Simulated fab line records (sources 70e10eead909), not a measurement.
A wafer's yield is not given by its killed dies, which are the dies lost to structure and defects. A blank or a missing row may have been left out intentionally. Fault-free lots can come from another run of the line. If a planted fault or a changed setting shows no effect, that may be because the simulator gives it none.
Comparing a struck lot with a sound one + flow nand_harc + 15 steps out of a route of 1302
Sound: the wafers L676.1, L676.4, L676.6. Struck: wafers L690.2, L690.5, L690.6. The cause is named last.
For every step that has rows: the tool of each side, followed by ch and its chambers, followed by its first start. Under that, the readings that differ: sound wafers + struck wafers + difference of the means + sigmas: that difference in standard deviations of wafers without a fault.
alike: same words and numbers on both sides, and readings whose means sit less than 2 such deviations apart. not compared: any withheld reading, any reading some wafer has no value for, any bound like >300 that may hide the same value, and any number with overlapping values for which the record gives no deviation.
The two part at a step that has a row with sigmas, a row that says differs or no value, or rows on one side only. When numbers do not overlap yet have no deviation, they are printed without sigmas and do not part them. Lack of a reading on every wafer of one side parts them only where that side has two or more wafers.

first, 1 step without rows for these wafers: NHARC_A_ONON_D1_DEP_00 (target thk 1000 nm).
NHARC_A_ONON_D1_THK_MEAS_02: measures by ellipsometry.
  sound: film_metro-01 at day 10 00:47; struck: film_metro-02 at day 15 23:13
  alike: thk_nm
then NHARC_A_ONON_D1_DEP_03 (target thk 1000 nm), 1 step lacking rows for these wafers.
NHARC_A_ONON_D1_THK_MEAS_05: measures by ellipsometry.
  sound: film_metro-01 at day 10 01:21; struck: film_metro-02 at day 15 23:46
  alike: thk_nm
then NHARC_A_ONON_D1_DEP_06 (target thk 1000 nm), 1 step lacking rows for these wafers.
NHARC_A_ONON_D1_THK_MEAS_08: measures by ellipsometry.
  sound: film_metro-01 at day 10 01:55; struck: film_metro-02 at day 16 00:20
  alike: thk_nm
then NHARC_A_ONON_D1_DEP_09 (target thk 1000 nm), 1 step lacking rows for these wafers.
NHARC_A_ONON_D1_THK_MEAS_11: measures by ellipsometry.
  sound: film_metro-02 at day 10 02:29; struck: film_metro-02 at day 16 00:55
  alike: thk_nm
then NHARC_A_ONON_D1_DEP_12 (target thk 1000 nm), 1 step lacking rows for these wafers.
NHARC_A_ONON_D1_THK_MEAS_14: measures by ellipsometry.
  sound: film_metro-02 at day 10 03:03; struck: film_metro-02 at day 16 01:28
  alike: thk_nm
then, 1 step without rows for these wafers: NHARC_A_ONON_D1_ANNEAL_15 (time 3600 s).
NHARC_A_ONON_D1_DEP_16: target thk 1000 nm.
  sound on pecvd_onon-02 ch 0, day 10 10:05; struck on pecvd_onon-04 ch 0, day 16 06:42
NHARC_A_ONON_D1_THK_MEAS_18: measures by ellipsometry.
  sound: film_metro-02 at day 10 10:35; struck: film_metro-02 at day 16 07:09
| reading     | sound       | struck         | difference | sigmas |
|-------------|-------------|----------------|------------|--------|
| thk_nm (nm) | 991 991 992 | 1609 1609 1607 | +617       | +69    |
then NHARC_A_ONON_D1_DEP_19 (target thk 1000 nm), 1 step lacking rows for these wafers.
-- break in the record here, with 16 days between the starts of the struck wafers on either side (left off in module A_ONON_D1, picked up again in module END, where the first step shown is number 1302 on the route) --
NHARC_END_SORT_01:
  sound on prober-02 ch 0, day 26 19:29; struck on prober-02 ch 0, day 32 02:59
| reading         | sound     | struck      | difference | sigmas |
|-----------------|-----------|-------------|------------|--------|
| killed_at_array | 77 77 100 | 673 675 671 | +588       | +39    |
| killed_dies     | 77 81 102 | 677 677 677 | +590       | +39    |
  alike: killed_at_other, killed_at_periphery, killed_open, killed_short

WHERE THEY PART
First at NHARC_A_ONON_D1_THK_MEAS_18; last, within this record, at NHARC_END_SORT_01.

WHY: whatever the simulator had introduced
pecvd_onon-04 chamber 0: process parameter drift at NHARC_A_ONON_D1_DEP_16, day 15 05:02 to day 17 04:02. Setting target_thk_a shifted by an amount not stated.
